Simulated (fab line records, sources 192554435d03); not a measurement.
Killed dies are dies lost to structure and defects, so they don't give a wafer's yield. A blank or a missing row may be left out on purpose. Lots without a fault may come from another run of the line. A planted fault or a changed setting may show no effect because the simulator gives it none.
A struck lot beside a sound one | flow n5_finfet | 16 steps out of a route of 1938
Sound: wafers L913.2, L913.3, L913.5. Struck: wafers L919.3, L919.6. (L919.5 of the same lot was not struck and is left out.) The cause comes at the end.
At each step with rows: each side's tool, then ch and its chambers, then its first start. Under that, the readings that differ: sound wafers | struck wafers | difference of the means | sigmas: that difference in standard deviations of wafers without a fault.
alike: readings whose means differ by less than 2 such deviations, and words and numbers that are the same on both sides. not compared: withheld readings, readings that some wafer has no value for, bounds like >300 that may hide the same value, and numbers for which the record gives no deviation and whose values overlap.
The two part at a step that has a row with sigmas, a row that says differs or no value, or rows on one side only. Numbers that don't overlap but have no deviation are shown without sigmas and don't part them. A reading that every wafer of one side lacks parts them only if that side has two wafers or more.

first, 8 steps without rows for these wafers: N5_BEOL_M1_COAT_68 (time 60 s, resist thk 12 nm); N5_BEOL_M1_COAT_76 (time 60 s, resist thk 5 nm); N5_BEOL_M1_COAT_22 (resist thk 30 nm); N5_BEOL_M1_EBR_24; N5_BEOL_M1_SOFTBAKE_23 (time 60 s); N5_BEOL_M1_EXPOSE_25 (exposes mask V0, defocus 5 nm, target cd 24 nm); N5_BEOL_M1_PEB_26 (peb time 60 s); N5_BEOL_M1_DEVELOP_27 (develop time 30 s).
N5_BEOL_M1_CD_MEAS_28: target cd y 23.3 nm.
  sound on cd_sem-02 ch 0, day 7 14:52; struck on cd_sem-03 ch 0, day 9 09:00
  alike: cd_nm
N5_BEOL_M1_OVL_MEAS_29:
  sound on overlay-02 ch 0, day 7 14:53; struck on overlay-01 ch 0, day 9 09:02
  alike: V0_OVL
N5_BEOL_M1_INSPECT_30: inspects for defects (brightfield).
  sound on defect_inspect-02, day 7 14:56; struck on defect_inspect-02, day 9 09:05
  alike: raw_defect_count
N5_BEOL_M1_DESCUM_33: chemistry O2, time 7 s.
  sound on rie_diel-01 ch 0,2, day 7 14:59; struck on rie_diel-01 ch 3, day 9 09:11
  reading               | sound          | struck    | difference | sigmas
  oes_product_au (a.u.) | 0.71 0.72 0.70 | 0.88 0.88 | +0.17      | +2
  alike: drypump_motor_current_A, rf_vpp_V, showerhead_plenum_p_Torr, throttle_valve_pct
  not compared: rf_hours_counter_h
N5_BEOL_M1_ETCH_77: etches underlayer in N2/H2, target depth 6.5 nm, time 5.2 s.
  sound on rie_diel-01 ch 0,2, day 7 15:01; struck on rie_diel-01 ch 3, day 9 09:13
  reading               | sound             | struck      | difference | sigmas
  etch_rf_on_time_s (s) | 5.20 5.41 5.17    | 6.45 6.46   | +1.20      | +11
  rf_fwd_power_W (W)    | 818.1 821.4 817.8 | 613.0 617.2 | -204.0     | -78
  rf_vpp_V (V)          | 521 525 521       | 571 571     | +49        | +16
  alike: drypump_motor_current_A, oes_product_au, showerhead_plenum_p_Torr, throttle_valve_pct
  not compared: rf_hours_counter_h
N5_BEOL_M1_ETCH_69: etches SiARC in CF4, target depth 15.6 nm, time 26 s.
  sound on rie_diel-01 ch 0,2, day 7 15:02; struck on rie_diel-01 ch 3, day 9 09:14
  reading               | sound          | struck    | difference | sigmas
  oes_product_au (a.u.) | 0.62 0.62 0.61 | 0.75 0.75 | +0.13      | +2
  alike: drypump_motor_current_A, etch_rf_on_time_s, rf_fwd_power_W, rf_vpp_V, showerhead_plenum_p_Torr, throttle_valve_pct
  not compared: rf_hours_counter_h
N5_BEOL_M4_RC_MEAS_101:
  sound on prober-01 ch 0, day 9 05:07; struck on prober-01 ch 0, day 11 01:11
  alike: DIBL_N, DIBL_P, IOFF_N, IOFF_P, ION_N, ION_P, SS_N, SS_P, VT_N, VT_P
then, 1 step without rows for these wafers: N5_PASSIVATION_PROBE_49.

WHERE THEY PART
First at N5_BEOL_M1_DESCUM_33; last, within this record, at N5_BEOL_M1_ETCH_69. Later steps at which nothing parts them and some readings are alike: N5_BEOL_M4_RC_MEAS_101.

WHY: what the simulator had put in
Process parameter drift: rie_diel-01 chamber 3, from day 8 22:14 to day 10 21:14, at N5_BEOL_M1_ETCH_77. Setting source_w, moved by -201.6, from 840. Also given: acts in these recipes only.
